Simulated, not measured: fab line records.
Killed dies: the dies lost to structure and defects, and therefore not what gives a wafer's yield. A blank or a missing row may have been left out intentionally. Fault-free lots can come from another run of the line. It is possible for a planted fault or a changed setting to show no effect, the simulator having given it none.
Matching of chambers / flow nandHarc / 4 sister chambers for NHARC_A_STAIRCASE_ALD_415 on aldHk-04
The step deposits SiO2, target thk 30 nm, pulse time 6 s, ald cycles 300. 16 wafers are shown with their chamber, then 8 later ones without.

== WAFERS PAIRED WITH THEIR CHAMBERS ==
wafer=L074.1; chamber=2; heaterPowerW (W)=490; precursorPulseHeightRel=1.013
wafer=L074.2; chamber=0; heaterPowerW (W)=473; precursorPulseHeightRel=0.998
wafer=L074.4; chamber=1; heaterPowerW (W)=475; precursorPulseHeightRel=0.979
wafer=L079.3; chamber=0; heaterPowerW (W)=484; precursorPulseHeightRel=1.022
wafer=L079.4; chamber=2; heaterPowerW (W)=483; precursorPulseHeightRel=1.006
wafer=L079.5; chamber=0; heaterPowerW (W)=492; precursorPulseHeightRel=0.986
wafer=L078.2; chamber=2; heaterPowerW (W)=484; precursorPulseHeightRel=0.984
wafer=L078.4; chamber=0; heaterPowerW (W)=498; precursorPulseHeightRel=1.038
wafer=L078.6; chamber=1; heaterPowerW (W)=480; precursorPulseHeightRel=1.035
wafer=L082.1; chamber=2; heaterPowerW (W)=471; precursorPulseHeightRel=1.002
wafer=L082.5; chamber=0; heaterPowerW (W)=478; precursorPulseHeightRel=1.025
wafer=L082.6; chamber=3; heaterPowerW (W)=480; precursorPulseHeightRel=1.044
wafer=L089.1; chamber=1; heaterPowerW (W)=484; precursorPulseHeightRel=1.007
wafer=L089.4; chamber=3; heaterPowerW (W)=463; precursorPulseHeightRel=1.020
wafer=L089.5; chamber=0; heaterPowerW (W)=489; precursorPulseHeightRel=0.996
wafer=L090.1; chamber=0; heaterPowerW (W)=481; precursorPulseHeightRel=0.972

SIGNATURES (averages over the wafers above)
reading=heaterPowerW; chamber 0=485.00; chamber 1=479.67; chamber 2=482.00; chamber 3=471.50; scatter within a chamber=8.26
reading=precursorPulseHeightRel; chamber 0=1.00529; chamber 1=1.00700; chamber 2=1.00125; chamber 3=1.03200; scatter within a chamber=0.0217
Rule: for each reading, subtract the chamber's mean from the wafer's reading, divide by that reading's scatter and square the result; add these up over the readings and take the root, which gives the wafer's distance from the chamber. If the next closest chamber is less than 2 further off than the closest, the wafer can't be placed; otherwise it belongs to the closest. The scatter: the root of (the sum of the squares of (reading less its chamber's mean) over the shown wafers, divided by (wafers less chambers)).

== WAFERS WITH NO CHAMBER GIVEN ==
wafer=L090.2; heaterPowerW (W)=470; precursorPulseHeightRel=1.038
wafer=L090.5; heaterPowerW (W)=488; precursorPulseHeightRel=0.986
wafer=L096.3; heaterPowerW (W)=516; precursorPulseHeightRel=1.027
wafer=L096.4; heaterPowerW (W)=469; precursorPulseHeightRel=0.984
wafer=L096.5; heaterPowerW (W)=519; precursorPulseHeightRel=1.018
wafer=L097.3; heaterPowerW (W)=436; precursorPulseHeightRel=1.025
wafer=L097.5; heaterPowerW (W)=439; precursorPulseHeightRel=1.011
wafer=L097.6; heaterPowerW (W)=515; precursorPulseHeightRel=0.994

== WHICH CHAMBER EACH WENT THROUGH ==
wafer=L090.2; from the rows above=can't be placed: 3 or 1 or 2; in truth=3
wafer=L090.5; from the rows above=can't be placed: 0 or 2 or 1 or 3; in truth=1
wafer=L096.3; from the rows above=can't be placed: 0 or 2 or 1 or 3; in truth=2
wafer=L096.4; from the rows above=can't be placed: 1 or 2 or 0 or 3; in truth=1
wafer=L096.5; from the rows above=can't be placed: 0 or 2 or 1 or 3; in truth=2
wafer=L097.3; from the rows above=can't be placed: 3 or 1 or 2 or 0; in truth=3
wafer=L097.5; from the rows above=can't be placed: 3 or 1 or 2 or 0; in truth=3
wafer=L097.6; from the rows above=can't be placed: 0 or 2 or 1 or 3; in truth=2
Correct placement for 0 of the 8. Not placeable from these rows: 8 (in 8, the candidates include the true chamber). Placed wrongly: 0.
